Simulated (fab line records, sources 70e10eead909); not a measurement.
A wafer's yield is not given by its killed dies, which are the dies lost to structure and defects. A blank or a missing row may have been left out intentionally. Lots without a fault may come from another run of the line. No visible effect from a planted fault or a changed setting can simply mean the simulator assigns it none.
fab line records ; flow nand-harc
record lots=6; wafers=18; last-day=26
route steps=1159 shown A_ZERO_WELL@412 A_SOURCE_PLATE@413 A_ONON_D1@424 END@1159
lots with no fault: from the same line, run without faults
start-h: the number of hours between the record's first day and the start of the first shown wafer of the lot ; wait-h: hours since the lot's step before ; " as in the row above ; L1.1+2: a row that stands for several wafers ; - either no value or no given start ; * or withheld: withheld ; < > ~ a bound
route shown NAME@n: a module of which the file shows steps, and the number in the route of the first ; usual: the fault-free wafers' mean and standard deviation ; same: alike in all rows ; chamber/n: place in a boat ; sites: readings site by site ; _std_site: how widely they spread, as a standard deviation ; _edge_site: inner sites' mean taken away from outer sites' mean ; radius-mm: for every site, how far away it sits from the centre of the wafer ; mask NAME#n: copy n ; behind: tool/chamber where the wafer was last shaped ; hold: why the lot was held/for how many hours/how that ended ; device: the n, p or np transistor that did not switch ; end of line: tests run on the same wafers once the route is complete ; step lacking rows: just its recipe ; killed: dies that structure and defects cost at the first sort, which is not the same as the wafer's yield ; map: a wafer's dies, marking killed ones x, the rest . and places with no die _
set.NAME: the run value of the setting; set.NAME@STEP: its run value at that earlier step ; model.NAME: the simulator's own value behind a step, which no gauge read
lots at some steps of the route; a table a step, a row a wafer
services: a tool's chamber out of use, with start hour (start-h, from the record's first day; less than 0 if before it), hours out, and reason
## steps
# step NHARC_A_ZERO_WELL_INSPECT_17
# usual raw-defect-count=12/6.1
lot.wafer;tool;chamber;start-h;wait-h;raw-defect-count
L610.2;defect-inspect-02;-;160.37;0.1;13
L610.3;defect-inspect-02;-;160.37;0.1;3
L610.6;defect-inspect-02;-;160.37;0.1;10
L613.3;defect-inspect-02;-;185.74;0.1;26
L613.4;defect-inspect-02;-;185.74;0.1;10
L613.5;defect-inspect-02;-;185.74;0.1;29
L614.1;defect-inspect-01;-;186.99;0.2;17
L614.2;defect-inspect-01;-;186.99;0.2;14
L614.6;defect-inspect-01;-;186.99;0.2;20
L615.2;defect-inspect-02;-;193.35;0.1;13
L615.3;defect-inspect-02;-;193.35;0.1;10
L615.4;defect-inspect-02;-;193.35;0.1;9
L627.2;defect-inspect-02;-;264.08;0.1;11
L627.4;defect-inspect-02;-;264.08;0.1;28
L627.6;defect-inspect-02;-;264.08;0.1;16
L628.1;defect-inspect-02;-;268.00;0.2;1
L628.5;defect-inspect-02;-;268.00;0.2;3
L628.6;defect-inspect-02;-;268.00;0.2;7
# step NHARC_A_SOURCE_PLATE_PRECLEAN_00
# recipe time-s=60; chemistry=HF-LAST
# step NHARC_A_SOURCE_PLATE_SRD_01
# step NHARC_A_SOURCE_PLATE_OXIDE_02
# recipe target-thk-a=100; temp-c=900; ox-time-s=1362; material=SiO2
# step NHARC_A_SOURCE_PLATE_THK_MEAS_09
# recipe thk-meas-gauge=ellipsometry
# usual thk-nm=9.9/0.95
lot.wafer;tool;chamber;start-h;wait-h;thk-nm
L610.2;film-metro-02;-;167.40;0.4;10.8
L610.3;film-metro-02;-;167.40;0.4;9.9
L610.6;film-metro-02;-;167.40;0.4;9.3
L613.3;film-metro-02;-;190.08;0.4;9.5
L613.4;film-metro-02;-;190.08;0.4;9.5
L613.5;film-metro-02;-;190.08;0.4;11.3
L614.1;film-metro-02;-;194.40;0.4;10.4
L614.2;film-metro-02;-;194.40;0.4;9.3
L614.6;film-metro-02;-;194.40;0.4;9.8
L615.2;film-metro-01;-;200.74;0.4;9.2
L615.3;film-metro-01;-;200.74;0.4;10.1
L615.4;film-metro-01;-;200.74;0.4;9.5
L627.2;film-metro-01;-;271.31;0.4;9.6
L627.4;film-metro-01;-;271.31;0.4;11.0
L627.6;film-metro-01;-;271.31;0.4;10.5
L628.1;film-metro-02;-;275.43;0.4;11.0
L628.5;film-metro-02;-;275.43;0.4;10.2
L628.6;film-metro-02;-;275.43;0.4;9.2
# step NHARC_A_SOURCE_PLATE_PVD_04
# recipe target-thk-a=500; material=WSi2
# step NHARC_A_SOURCE_PLATE_CVD_03
# recipe target-thk-a=2000; temp-c=620; pressure-mtorr=200; time-s=4000; material=poly-Si
# step NHARC_A_SOURCE_PLATE_ANNEAL_05
# recipe temp-c=850; time-s=1800
# step NHARC_A_SOURCE_PLATE_THK_MEAS_06
# recipe thk-meas-gauge=ellipsometry
# usual thk-nm=200.1/2.1
lot.wafer;tool;chamber;start-h;wait-h;thk-nm
L610.2;film-metro-02;-;180.53;0.4;199.2
L610.3;film-metro-02;-;180.53;0.4;199.2
L610.6;film-metro-02;-;180.53;0.4;199.3
L613.3;film-metro-02;-;202.89;0.4;200.6
L613.4;film-metro-02;-;202.89;0.4;201.0
L613.5;film-metro-02;-;202.89;0.4;199.6
L614.1;film-metro-02;-;220.73;0.4;198.2
L614.2;film-metro-02;-;220.73;0.4;201.2
L614.6;film-metro-02;-;220.73;0.4;198.0
L615.2;film-metro-01;-;220.73;0.4;198.9
L615.3;film-metro-01;-;220.73;0.4;201.1
L615.4;film-metro-01;-;220.73;0.4;200.5
L627.2;film-metro-02;-;284.58;0.4;199.8
L627.4;film-metro-02;-;284.58;0.4;199.9
L627.6;film-metro-02;-;284.58;0.4;200.9
L628.1;film-metro-02;-;288.61;0.4;195.2
L628.5;film-metro-02;-;288.61;0.4;198.4
L628.6;film-metro-02;-;288.61;0.4;198.4
# step NHARC_A_SOURCE_PLATE_INSPECT_08
# usual raw-defect-count=63/30
lot.wafer;tool;chamber;start-h;wait-h;raw-defect-count
L610.2;defect-inspect-01;-;180.59;0.0;65
L610.3;defect-inspect-01;-;180.59;0.0;62
L610.6;defect-inspect-01;-;180.59;0.0;54
L613.3;defect-inspect-02;-;202.96;0.0;96
L613.4;defect-inspect-02;-;202.96;0.0;124
L613.5;defect-inspect-02;-;202.96;0.0;67
L614.1;defect-inspect-02;-;220.79;0.0;100
L614.2;defect-inspect-02;-;220.79;0.0;67
L614.6;defect-inspect-02;-;220.79;0.0;93
L615.2;defect-inspect-01;-;220.83;0.0;29
L615.3;defect-inspect-01;-;220.83;0.0;29
L615.4;defect-inspect-01;-;220.83;0.0;24
L627.2;defect-inspect-02;-;284.64;0.0;82
L627.4;defect-inspect-02;-;284.64;0.0;98
L627.6;defect-inspect-02;-;284.64;0.0;38
L628.1;defect-inspect-02;-;288.73;0.0;82
L628.5;defect-inspect-02;-;288.73;0.0;88
L628.6;defect-inspect-02;-;288.73;0.0;110
# step NHARC_A_ONON_D1_DEP_00
# recipe target-thk-a=10000; n2-flow-sccm=2750; n2o-flow-sccm=2000; nh3-flow-sccm=500; sih4-flow-sccm=210; temp-c=400
# usual sih4-flow-sccm=210.1/0.57
lot.wafer;tool;chamber;start-h;wait-h;sih4-flow-sccm
L610.2;pecvd-onon-04;0;180.72;0.1;209.9
L610.3;pecvd-onon-04;0;180.72;0.1;210.6
L610.6;pecvd-onon-04;0;180.72;0.1;210.4
L613.3;pecvd-onon-03;0;203.14;0.2;211.0
L613.4;pecvd-onon-03;0;203.14;0.2;209.7
L613.5;pecvd-onon-03;0;203.14;0.2;210.1
L614.1;pecvd-onon-03;0;220.86;0.1;209.7
L614.2;pecvd-onon-03;0;220.86;0.1;209.0
L614.6;pecvd-onon-03;0;220.86;0.1;209.2
L615.2;pecvd-onon-04;0;220.96;0.1;210.3
L615.3;pecvd-onon-04;0;220.96;0.1;210.1
L615.4;pecvd-onon-04;0;220.96;0.1;210.4
L627.2;pecvd-onon-04;0;284.77;0.1;209.7
L627.4;pecvd-onon-04;0;284.77;0.1;210.2
L627.6;pecvd-onon-04;0;284.77;0.1;209.7
L628.1;pecvd-onon-04;0;288.79;0.1;209.9
L628.5;pecvd-onon-04;0;288.79;0.1;209.9
L628.6;pecvd-onon-04;0;288.79;0.1;210.6
# step NHARC_A_ONON_D1_THK_MEAS_02
# recipe thk-meas-gauge=ellipsometry
# usual thk-nm=1000/12
lot.wafer;tool;chamber;start-h;wait-h;hold;thk-nm
L610.2;film-metro-02;-;181.17;-;-;1014
L610.3;film-metro-02;-;181.17;-;-;1014
L610.6;film-metro-02;-;181.17;-;-;1014
L613.3;film-metro-02;-;203.53;-;-;995
L613.4;film-metro-02;-;203.53;-;-;996
L613.5;film-metro-02;-;203.53;-;-;997
L614.1;film-metro-01;-;221.37;-;-;1001
L614.2;film-metro-01;-;221.37;-;-;1001
L614.6;film-metro-01;-;221.37;-;-;1002
L615.2;film-metro-01;-;221.41;-;-;1015
L615.3;film-metro-01;-;221.41;-;-;1015
L615.4;film-metro-01;-;221.41;-;-;1014
L627.2;film-metro-01;-;285.22;-;await-dispo/0.2h/release;1464
L627.4;film-metro-01;-;285.22;-;await-dispo/0.2h/release;1467
L627.6;film-metro-01;-;285.22;-;await-dispo/0.2h/release;1466
L627.2;film-metro-01;-;285.39;0.2;-;1466
L627.4;film-metro-01;-;285.39;0.2;-;1467
L627.6;film-metro-01;-;285.39;0.2;-;1466
L628.1;film-metro-01;-;289.30;-;await-dispo/0.2h/release;1470
L628.5;film-metro-01;-;289.30;-;await-dispo/0.2h/release;1471
L628.6;film-metro-01;-;289.30;-;await-dispo/0.2h/release;1470
L628.1;film-metro-01;-;289.47;0.2;-;1469
L628.5;film-metro-01;-;289.47;0.2;-;1469
L628.6;film-metro-01;-;289.47;0.2;-;1472
# step NHARC_END_SORT_01
# recipe temp-c=25
# usual killed-at-array=28/11; killed-at-other=0.7/0.88; killed-at-periphery=3.1/2.2; killed-dies=31/12; killed-open=3.3/2; killed-short=2.0/1.6
# same gross-dies=677
lot.wafer;tool;chamber;start-h;wait-h;killed-at-array;killed-at-other;killed-at-periphery;killed-dies;killed-open;killed-short
L613.4;prober-02;0;490.08;3.4;24;1;1;26;3;1
L613.5;prober-02;0;490.87;3.7;29;2;2;33;5;4
L614.1;prober-02;0;498.65;2.5;16;0;4;20;5;4
L614.2;prober-02;0;499.45;2.8;15;2;1;18;2;4
L614.6;prober-02;0;502.65;4.0;11;1;2;14;5;2
L628.1;prober-02;0;593.36;2.5;666;4;7;677;5;0
L628.5;prober-02;0;596.56;3.7;668;2;7;677;2;5
L628.6;prober-02;0;597.36;4.0;673;1;3;677;4;2
L627.2;prober-01;0;616.43;2.8;673;0;4;677;5;0
L627.4;prober-01;0;618.03;3.4;671;1;5;677;5;3
L627.6;prober-01;0;619.62;4.0;672;0;5;677;9;2
# killed by level:class
L613.4 A_SLIT:chamber-film-flake=9 A_WL_FILL:chamber-film-flake=5 A_BLC:chamber-film-flake=4 A_STAIRCASE:chamber-film-flake=2 P_GATE:geometric-particle:open=1 A_ONON_D1:geometric-particle:short=1 A_STAIRCASE:geometric-particle:open=1 A_CONTACT:geometric-particle:open=1
L613.5 A_SLIT:chamber-film-flake=11 A_STAIRCASE:chamber-film-flake=6 A_CHANNEL_HOLE_D1:chamber-film-flake=3 A_SOURCE_PLATE:geometric-particle:open=2 P_GATE:geometric-particle:short=1 A_CHANNEL_HOLE_D1:geometric-particle:short=1 A_SGD_CUT:geometric-particle:open=1 A_SGD_CUT:geometric-particle:short=1
L614.1 A_STAIRCASE:chamber-film-flake=4 P_CONTACT:geometric-particle:open=2 P_M1:geometric-particle:open=2 A_CHANNEL_FILL_D1:geometric-particle:short=2 A_CHANNEL_HOLE_D1:chamber-film-flake=2 A_CONTACT:chamber-film-flake=2 A_ONON_D1:geometric-particle:short=1 A_CHANNEL_FILL_D1:geometric-particle:open=1
L614.2 A_CHANNEL_HOLE_D1:chamber-film-flake=4 A_STAIRCASE:chamber-film-flake=4 A_ZERO_WELL:chamber-film-flake=2 P_CONTACT:geometric-particle:short=1 A_ONON_D1:geometric-particle:short=1 A_ONON_D1:geometric-particle:open=1 A_WL_FILL:geometric-particle:short=1 A_M1:geometric-particle:open=1
L614.6 A_CONTACT:geometric-particle:open=2 A_CHANNEL_HOLE_D1:chamber-film-flake=2 P_M0:geometric-particle:open=1 A_ONON_D1:geometric-particle:open=1 A_ONON_D1:geometric-particle:short=1 A_WL_FILL:geometric-particle:short=1 P_STI:chamber-film-flake=1 STARTING-WAFER:geometric-particle:open=1
L628.1 A_ONON_D1:area-dep=631 A_SLIT:chamber-film-flake=16 A_CONTACT:chamber-film-flake=7 A_M0:chamber-film-flake=5 THIN_TSV:chamber-film-flake=4 P_STI:chamber-film-flake=3 A_CHANNEL_HOLE_D1:chamber-film-flake=3 P_GATE:chamber-film-flake=2
L628.5 A_ONON_D1:area-dep=633 A_SLIT:chamber-film-flake=10 A_CONTACT:chamber-film-flake=7 A_CHANNEL_HOLE_D1:chamber-film-flake=5 P_STI:chamber-film-flake=3 A_WL_FILL:chamber-film-flake=3 P_BONDPAD:chamber-film-flake=2 A_STAIRCASE:chamber-film-flake=2
L628.6 A_ONON_D1:area-dep=639 A_SLIT:chamber-film-flake=13 A_CONTACT:chamber-film-flake=4 A_CHANNEL_HOLE_D1:chamber-film-flake=3 A_STAIRCASE:chamber-film-flake=3 A_M0:chamber-film-flake=3 A_CONTACT:geometric-particle:open=2 P_BONDPAD:chamber-film-flake=2
L627.2 A_ONON_D1:area-dep=608 A_CHANNEL_FILL_D1:unspecified=31 A_SLIT:chamber-film-flake=13 A_CONTACT:chamber-film-flake=8 A_CHANNEL_HOLE_D1:chamber-film-flake=6 P_STI:chamber-film-flake=3 A_STAIRCASE:chamber-film-flake=2 P_CONTACT:geometric-particle:open=1
L627.4 A_ONON_D1:area-dep=607 A_CHANNEL_FILL_D1:unspecified=31 A_SLIT:chamber-film-flake=16 A_CHANNEL_HOLE_D1:chamber-film-flake=6 P_STI:chamber-film-flake=4 A_CONTACT:chamber-film-flake=4 P_GATE:geometric-particle:open=1 A_SOURCE_PLATE:geometric-particle:open=1
L627.6 A_ONON_D1:area-dep=596 A_CHANNEL_FILL_D1:unspecified=26 A_SLIT:chamber-film-flake=21 A_CHANNEL_HOLE_D1:chamber-film-flake=9 A_CONTACT:chamber-film-flake=6 A_STAIRCASE:chamber-film-flake=4 P_STI:chamber-film-flake=3 A_CHANNEL_FILL_D1:geometric-particle:open=2
# map L627.2 (x killed, . not)
____________x____________
_________xxxxxxx_________
_______xxxxxxxxxxx_______
______xxxxxxxxxxxxx______
_____xxxxxxxxxxxxxxx_____
____xxxxxxxxxxxxxxxxx____
____xxxxxxxxxxxxxxxxx____
___xxxxxxxxxxxxxxxxxxx___
___xxxxxxxxxxxxxxxxxxx___
__xxxxxxxxxxxxxxxxxxxxx__
__xxxxxxxxxxxxxxxxxxxxx__
_xxxxxxxxxxxxxxxxxxxxxxx_
_xxxxxxxxxxxxxxxxxxxxxxx_
_xxxxxxxxxxxxxxxxxxxxxxx_
_xxxxxxxxxxxxxxxxxxxxxxx_
_xxxxxxxxxxxxxxxxxxxxxxx_
xxxxxxxxxxxxxxxxxxxxxxxxx
xxxxxxxxxxxxxxxxxxxxxxxxx
xxxxxxxxxxxxxxxxxxxxxxxxx
xxxxxxxxxxxxxxxxxxxxxxxxx
xxxxxxxxxxxxxxxxxxxxxxxxx
_xxxxxxxxxxxxxxxxxxxxxxx_
_xxxxxxxxxxxxxxxxxxxxxxx_
_xxxxxxxxxxxxxxxxxxxxxxx_
_xxxxxxxxxxxxxxxxxxxxxxx_
_xxxxxxxxxxxxxxxxxxxxxxx_
__xxxxxxxxxxxxxxxxxxxxx__
__xxxxxxxxxxxxxxxxxxxxx__
___xxxxxxxxxxxxxxxxxxx___
___xxxxxxxxxxxxxxxxxxx___
____xxxxxxxxxxxxxxxxx____
____xxxxxxxxxxxxxxxxx____
_____xxxxxxxxxxxxxxx_____
______xxxxxxxxxxxxx______
_______xxxxxxxxxxx_______
_________xxxxxxx_________
____________x____________
# map L628.1 (x killed, . not)
____________x____________
_________xxxxxxx_________
_______xxxxxxxxxxx_______
______xxxxxxxxxxxxx______
_____xxxxxxxxxxxxxxx_____
____xxxxxxxxxxxxxxxxx____
____xxxxxxxxxxxxxxxxx____
___xxxxxxxxxxxxxxxxxxx___
___xxxxxxxxxxxxxxxxxxx___
__xxxxxxxxxxxxxxxxxxxxx__
__xxxxxxxxxxxxxxxxxxxxx__
_xxxxxxxxxxxxxxxxxxxxxxx_
_xxxxxxxxxxxxxxxxxxxxxxx_
_xxxxxxxxxxxxxxxxxxxxxxx_
_xxxxxxxxxxxxxxxxxxxxxxx_
_xxxxxxxxxxxxxxxxxxxxxxx_
xxxxxxxxxxxxxxxxxxxxxxxxx
xxxxxxxxxxxxxxxxxxxxxxxxx
xxxxxxxxxxxxxxxxxxxxxxxxx
xxxxxxxxxxxxxxxxxxxxxxxxx
xxxxxxxxxxxxxxxxxxxxxxxxx
_xxxxxxxxxxxxxxxxxxxxxxx_
_xxxxxxxxxxxxxxxxxxxxxxx_
_xxxxxxxxxxxxxxxxxxxxxxx_
_xxxxxxxxxxxxxxxxxxxxxxx_
_xxxxxxxxxxxxxxxxxxxxxxx_
__xxxxxxxxxxxxxxxxxxxxx__
__xxxxxxxxxxxxxxxxxxxxx__
___xxxxxxxxxxxxxxxxxxx___
___xxxxxxxxxxxxxxxxxxx___
____xxxxxxxxxxxxxxxxx____
____xxxxxxxxxxxxxxxxx____
_____xxxxxxxxxxxxxxx_____
______xxxxxxxxxxxxx______
_______xxxxxxxxxxx_______
_________xxxxxxx_________
____________x____________
## services
tool;chamber;start-h;hours;kind
pecvd-onon-04;-;237.00;13.0;pm
## key
first-sign step=NHARC_A_ONON_D1_THK_MEAS_02; reading=visit; direction=added
effect step=NHARC_A_ONON_D1_THK_MEAS_02; reading=thk-nm; direction=up; sigmas=39; usual=1000; struck=1468
effect step=NHARC_END_SORT_01; reading=killed-at-array; direction=up; sigmas=57; usual=28; struck=670
more-kills-born-at NHARC_A_ONON_D1_DEP_00@pecvd-onon-04=3714
met-at NHARC_A_ONON_D1_DEP_00
struck-wafers L627.2,L627.4,L627.6,L628.1,L628.5,L628.6
later-rows-left-out L627.2,L627.4,L627.6,L628.1,L628.5,L628.6
tester-left-out L627,L628
onset-between 220.96 284.77
also-fits time
fault kind=process-parameter-drift; tool=pecvd-onon-04; chamber=0; onset-h=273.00; steps=NHARC_A_ONON_D1_DEP_00; channel=target-thk-a; offset=*; shape=step; end-h=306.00; acts-in=*; stated=*
# tester-left-out: of these lots the tester's yield and bins aren't shown, on N5 and GAA mostly nor the transistor test; their killed dies are dies lost to structure and defects alone, not to doping, threshold or leakage, so they don't give the yield
# later-rows-left-out: the simulator's readings of these wafers behind a module that went badly wrong aren't trusted and aren't shown, but for the sort
